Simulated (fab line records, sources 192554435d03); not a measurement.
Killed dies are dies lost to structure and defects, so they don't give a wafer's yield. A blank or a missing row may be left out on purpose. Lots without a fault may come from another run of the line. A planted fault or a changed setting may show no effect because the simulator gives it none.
Which tool did it? | flow n5_finfet | 24 lots, 72 wafers sampled, at 2 steps of a route of 1938

WHAT THE GAUGES READ, wafer by wafer
N5_BEOL_M13_INSPECT_12: inspects for defects (macro).
lot  | measured     | on                | raw_defect_count
L074 | day 11 18:20 | defect_inspect-02 | 3 1 2
L075 | day 11 19:23 | defect_inspect-01 | 1 7 2
L076 | day 12 01:07 | defect_inspect-02 | 2 3 1
L079 | day 12 08:25 | defect_inspect-02 | 2 2 2
L077 | day 12 20:26 | defect_inspect-02 | 1 0 2
L078 | day 13 06:49 | defect_inspect-02 | 2 3 2
L081 | day 13 09:34 | defect_inspect-02 | 1 3 4
L080 | day 13 14:47 | defect_inspect-02 | 2 3 2
L082 | day 13 20:22 | defect_inspect-01 | 3 1 4
L083 | day 13 20:59 | defect_inspect-01 | 1 2 2
L084 | day 14 03:04 | defect_inspect-01 | 1 3 3
L085 | day 14 03:43 | defect_inspect-01 | 2 4 1
L086 | day 14 20:02 | defect_inspect-02 | 4 4 2
L087 | day 15 01:31 | defect_inspect-02 | 0 1 1
L090 | day 15 05:25 | defect_inspect-02 | 3 3 1
L088 | day 15 10:47 | defect_inspect-02 | 5 3 3
L089 | day 15 11:01 | defect_inspect-02 | 0 0 2
L092 | day 15 19:08 | defect_inspect-02 | 2 0 1
L091 | day 16 02:35 | defect_inspect-02 | 0 6 5
L093 | day 16 05:31 | defect_inspect-01 | 0 1 2
L095 | day 16 17:14 | defect_inspect-02 | 1 2 3
L094 | day 16 18:00 | defect_inspect-01 | 5 2 2
L096 | day 17 15:07 | defect_inspect-01 | 1 2 0
L097 | day 19 07:19 | defect_inspect-02 | 1 1 1

N5_BEOL_M13_CD_MEAS_17: target cd 190 nm.
lot  | measured     | on        | cd_nm (nm)
L074 | day 11 18:54 | cd_sem-02 | 187.0 186.5 187.8
L075 | day 11 20:04 | cd_sem-02 | 186.0 188.0 187.1
L076 | day 12 01:40 | cd_sem-03 | 186.6 187.7 186.6
L079 | day 12 08:59 | cd_sem-02 | 189.0 187.9 189.7
L077 | day 12 21:00 | cd_sem-02 | 186.7 186.0 186.3
L078 | day 13 07:28 | cd_sem-01 | 188.1 187.8 188.0
L081 | day 13 10:08 | cd_sem-02 | 187.8 188.6 186.5
L080 | day 13 15:22 | cd_sem-01 | 188.0 185.8 189.7
L082 | day 13 20:55 | cd_sem-02 | 189.6 188.6 190.1
L083 | day 13 21:32 | cd_sem-01 | 188.7 189.8 189.6
L084 | day 14 03:38 | cd_sem-02 | 188.4 189.2 190.1
L085 | day 14 04:16 | cd_sem-02 | 186.3 188.7 187.9
L086 | day 14 20:36 | cd_sem-02 | 188.0 189.8 186.7
L087 | day 15 02:05 | cd_sem-01 | 184.5 185.2 185.5
L090 | day 15 06:07 | cd_sem-01 | 187.5 185.7 187.3
L088 | day 15 11:21 | cd_sem-03 | 187.9 187.1 187.1
L089 | day 15 11:39 | cd_sem-03 | 189.2 188.5 187.3
L092 | day 15 20:03 | cd_sem-02 | 191.0 189.2 190.2
L091 | day 16 03:08 | cd_sem-02 | 189.1 190.4 189.7
L093 | day 16 06:05 | cd_sem-01 | 185.9 188.1 185.9
L095 | day 16 17:51 | cd_sem-03 | 189.6 189.4 187.7
L094 | day 16 18:34 | cd_sem-01 | 192.6 189.9 193.1
L096 | day 17 15:47 | cd_sem-01 | 189.7 191.0 187.7
L097 | day 19 08:04 | cd_sem-02 | 191.2 192.0 193.1

WHICH TOOL RAN EACH LOT (tool, then ch and the chambers of the sampled wafers, then the start)
The record holds no process step before these readings.

WHAT THE TOOLS THEMSELVES READ (means of the sampled wafers that have a number; where no wafer has one, the mark that the record gives instead)
The record holds no such reading with a usual standard deviation.

THE ANSWER, worked out from the rows above alone
Rule: what is usual is taken from the lots themselves. Put in order of their means at a reading, lots are off if they are a third of the lots or fewer, leave a main group of 4 or more, and stand apart from it by a gap of 3 or more times the standard deviation of the main group's means; of several such gaps the widest counts. A main group whose means are all the same, to the digits that the tables above print for the reading, isn't used. A lot without any number at a reading at which 4 lots or more have one is off too. The other lots that the step has rows for count as sound. The gauges are gone through in route order, then the tools' own readings, and for those a lot's mean is taken as printed above. The first step at which some lot is off is used, and at that step the reading that is off furthest; a lot without a number counts as furthest.
No lot is off at any reading shown: from this, nothing can be told.

WHAT THE SIMULATOR HAD PUT IN
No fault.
